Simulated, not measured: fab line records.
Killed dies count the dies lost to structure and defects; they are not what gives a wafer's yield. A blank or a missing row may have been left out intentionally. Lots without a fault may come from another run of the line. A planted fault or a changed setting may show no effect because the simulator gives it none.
Which tool was responsible?    flow nandHarc    10 lots with 30 wafers sampled at 2 steps, on a route of 1159 steps

## WHAT THE GAUGES READ, wafer by wafer
NHARC_A_CHANNEL_HOLE_D1_INSPECT_12.
lot   measured      on                rawDefectCount
L994  day 10 22:26  defectInspect-01  1 8 7
L995  day 10 22:56  defectInspect-01  6 4 3
L993  day 11 00:16  defectInspect-01  6 8 7
L997  day 11 10:06  defectInspect-01  3 3 3
L101  day 11 13:59  defectInspect-01  5 1 2
L100  day 11 14:08  defectInspect-02  5 8 6
L104  day 11 19:01  defectInspect-02  8 10 5
L111  day 13 01:09  defectInspect-01  4 2 3
L112  day 13 01:59  defectInspect-01  580 588 5
L113  day 13 18:48  defectInspect-01  2 11 586

## EACH LOT AND THE TOOL THAT RAN IT (in order: tool; ch and the chambers of the sampled wafers; start)
lot   NHARC_A_CHANNEL_HOLE_D1_DEP_01
L994  pecvd-03 ch 0,1,2, day 10 21:35
L995  pecvd-02 ch 0,1,2, day 10 22:05
L993  pecvd-03 ch 0,1,2, day 10 23:25
L997  pecvd-04 ch 0,1,2, day 11 09:20
L101  pecvd-03 ch 0,1,2, day 11 13:08
L100  pecvd-02 ch 0,2, day 11 13:16
L104  pecvd-02 ch 0,2, day 11 18:12
L111  pecvd-02 ch 0,1,2, day 13 00:20
L112  pecvd-03 ch 1,2, day 13 01:09
L113  pecvd-03 ch 0,1,2, day 13 18:07
- NHARC_A_CHANNEL_HOLE_D1_DEP_01: deposits SiON, target thk 140 nm.

## THE ANSWER, worked out from the rows above alone
Rule: usual is defined by the lots themselves. The widest of any qualifying gaps counts: lots, ordered by their means at a reading, are off when they make up no more than a third of the lots, leave a main group of 4 or more, and stand apart from it by 3 or more times the standard deviation of that group's means. The tables above print the reading to a certain number of digits; a main group whose means all agree to those digits is not used. A lot without any number at a reading at which 4 lots or more have one is off too. The other lots that the step has rows for count as sound.
Off, at NHARC_A_CHANNEL_HOLE_D1_INSPECT_12 on rawDefectCount: L112, L113. Mean 4.9 and standard deviation 1.8 in the main group.
If a tool, at a process step before that reading, ran all the lots that are off and no sound lot after the first of them, it fits. The gauges at NHARC_A_CHANNEL_HOLE_D1_INSPECT_12 are tried like those tools. 2 tools fit, pecvd-03 at NHARC_A_CHANNEL_HOLE_D1_DEP_01 and defectInspect-01 at NHARC_A_CHANNEL_HOLE_D1_INSPECT_12, so this cannot tell which one it is.

## WHAT HAD BEEN PUT IN BY THE SIMULATOR
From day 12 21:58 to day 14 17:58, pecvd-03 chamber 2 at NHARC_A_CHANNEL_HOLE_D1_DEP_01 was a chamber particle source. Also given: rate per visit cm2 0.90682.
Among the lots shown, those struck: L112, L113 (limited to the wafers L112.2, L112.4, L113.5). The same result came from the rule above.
